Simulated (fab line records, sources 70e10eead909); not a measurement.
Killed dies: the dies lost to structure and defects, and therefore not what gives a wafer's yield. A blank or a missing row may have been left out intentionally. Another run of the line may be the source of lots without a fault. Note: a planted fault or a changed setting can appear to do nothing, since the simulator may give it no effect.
Chamber matching ; flow nand_harc ; NHARC_P_CONTACT_CMP_01 on cmp-03: 4 sister chambers
The step polishes SiO2, target thk 200 nm. 4 wafers are shown with their chamber, then 9 later ones without.

== WAFERS, EACH WITH ITS CHAMBER ==
wafer;chamber;motor_current_A (A)
L082.5;0;13.8
L083.2;1;10.0
L083.4;2;11.7
L083.6;3;10.8

== WAFERS WHOSE CHAMBER IS MISSING ==
wafer;motor_current_A (A)
L084.1;11.8
L084.3;13.5
L084.5;10.1
L084.2;10.1
L084.4;10.5
L084.6;14.0
L089.1;13.7
L089.3;11.1
L089.6;12.2

== EACH ONE'S CHAMBER ==
wafer;from the rows above;in truth
L084.1;2;2
L084.3;0;0
L084.5;1;1
L084.2;1;1
L084.4;can't be placed: 3 or 1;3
L084.6;0;0
L089.1;0;0
L089.3;can't be placed: 3 or 2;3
L089.6;2;2
Placed correctly: 7 of 9. Not placeable from these rows: 2 (in 2, the candidates include the true chamber). 0 placed wrongly.
How it was worked out, from the rows above alone: a wafer's distance from a chamber is the root of the sum, over the readings, of the square of ((its reading less the chamber's mean) divided by the reading's scatter). The wafer belongs to the nearest chamber; if the next one is less than 2 further off, it can't be placed. The mean given for a chamber averages the wafers shown for that chamber. The scatter: with one shown wafer a chamber, the root of the mean of the squares of how far each hidden wafer lies from its nearest shown one.
